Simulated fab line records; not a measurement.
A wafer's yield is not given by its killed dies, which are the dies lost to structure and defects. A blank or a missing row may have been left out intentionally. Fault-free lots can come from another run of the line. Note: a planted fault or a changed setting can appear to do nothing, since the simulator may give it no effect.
Chamber matching ; flow nand-harc ; 4 sister chambers for NHARC_A_M1_DESCUM_14 on rie-diel-07
The step chemistry O2, time 3 s. 4 wafers are shown with their chamber, then 8 later ones without.

== WAFERS WITH THEIR CHAMBER ==
wafer;chamber;showerhead-plenum-p-Torr (Torr)
L084.3;0;1.99
L089.1;1;2.04
L089.3;3;1.94
L092.1;2;1.84

== WAFERS MISSING THEIR CHAMBER ==
wafer;showerhead-plenum-p-Torr (Torr)
L092.3;1.99
L092.4;1.93
L095.1;1.93
L095.3;1.99
L095.5;1.84
L094.1;1.84
L094.3;1.93
L094.4;1.99

== CHAMBER TAKEN BY EACH ==
wafer;from the rows above;in truth
L092.3;0;0
L092.4;3;3
L095.1;3;3
L095.3;0;0
L095.5;2;2
L094.1;2;2
L094.3;3;3
L094.4;0;0
Correctly placed: 8 of 8. Left unplaced by these rows: 0. Number placed wrongly: 0.
How it was worked out, from the rows above alone: a wafer's distance from a chamber is the root of the sum, over the readings, of the square of ((its reading less the chamber's mean) divided by the reading's scatter). The wafer belongs to the nearest chamber; if the next one is less than 2 further off, it can't be placed. For every chamber, the mean is computed from those of its wafers that are shown. The scatter: root of mean squared gap, hidden wafer to nearest shown wafer, with one shown wafer a chamber.
